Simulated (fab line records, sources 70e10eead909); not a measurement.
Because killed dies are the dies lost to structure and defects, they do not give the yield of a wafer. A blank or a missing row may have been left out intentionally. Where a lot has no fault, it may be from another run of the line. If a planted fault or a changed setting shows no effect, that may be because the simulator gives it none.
A lot that was struck, set against a sound lot / flow nand harc / 14 out of 1302 route steps
Sound: these wafers, L363.1, L363.5, L363.6. Struck: wafers L381.1, L381.2, L381.6. The cause comes at the end.
Per side, at each step with rows, come the tool, then ch with its chambers, and then its first start. Under that, the readings that differ: sound wafers / struck wafers / difference of the means / sigmas: that difference in standard deviations of wafers without a fault.
alike: same words and numbers on both sides, and readings whose means sit less than 2 such deviations apart. not compared: any withheld reading, any reading some wafer has no value for, any bound like >300 that may hide the same value, and any number with overlapping values for which the record gives no deviation.
Wherever a step has rows on one side only, a row that says differs or no value, or a row with sigmas, the two part there. Numbers that don't overlap but have no deviation are shown without sigmas and don't part them. Lack of a reading on every wafer of one side parts them only where that side has two or more wafers.

NHARC_A_SOURCE_PLATE_THK_MEAS_09: measures by ellipsometry.
  sound on film metro-02 at day 7 13:13; struck on film metro-02 at day 15 04:33
  alike: thk nm
then, 3 steps without rows for these wafers: NHARC_A_SOURCE_PLATE_PVD_04 (deposits WSi2, target thk 50 nm); NHARC_A_SOURCE_PLATE_CVD_03 (deposits poly-Si, target thk 200 nm, time 4000 s); NHARC_A_SOURCE_PLATE_ANNEAL_05 (time 1800 s).
NHARC_A_SOURCE_PLATE_THK_MEAS_06: measures by ellipsometry.
  sound on film metro-02 at day 8 02:15; struck on film metro-02 at day 15 17:32
  alike: thk nm
NHARC_A_SOURCE_PLATE_INSPECT_08:
  sound on defect inspect-02 at day 8 02:21; struck on defect inspect-01 at day 15 17:36
  alike: raw defect count
then NHARC_A_ONON_D1_DEP_00 (target thk 1000 nm), 1 step lacking rows for these wafers.
NHARC_A_ONON_D1_THK_MEAS_02: measures by ellipsometry.
  sound on film metro-01 at day 8 02:57; struck on film metro-01 at day 15 18:11
  alike: thk nm
then NHARC_A_ONON_D1_DEP_03 (target thk 1000 nm), 1 step lacking rows for these wafers.
NHARC_A_ONON_D1_THK_MEAS_05: measures by ellipsometry.
  sound on film metro-01 at day 8 03:31; struck on film metro-01 at day 15 18:44
reading=thk nm (nm); sound=1020 1018 1020; struck=996 995 995; difference=-24; sigmas=-2
NHARC_A_ONON_D1_DEP_06: target thk 1000 nm.
  sound on pecvd onon-04 ch 0, day 8 03:35; struck on pecvd onon-04 ch 0, day 15 18:48
NHARC_A_ONON_D1_THK_MEAS_08: measures by ellipsometry.
  sound on film metro-01 at day 8 04:05; struck on film metro-02 at day 15 19:19
reading=thk nm (nm); sound=990 990 990; struck=829 829 826; difference=-162; sigmas=-17
then NHARC_A_ONON_D1_DEP_09 (target thk 1000 nm), 1 step lacking rows for these wafers.
-- the record jumps here: 17 days lie between the struck wafers' starts before and after (it left off in module A_ONON_D1 and takes up again in module END, whose first step shown is number 1302 of the route) --
NHARC_END_SORT_01:
  the record has rows for the struck wafers here (prober-01 ch 0, day 32 17:47) and none for the sound ones

## WHERE THEY PART
At NHARC_A_ONON_D1_THK_MEAS_05 first; at NHARC_END_SORT_01 last (within this record only).

WHY: what had been put in by the simulator
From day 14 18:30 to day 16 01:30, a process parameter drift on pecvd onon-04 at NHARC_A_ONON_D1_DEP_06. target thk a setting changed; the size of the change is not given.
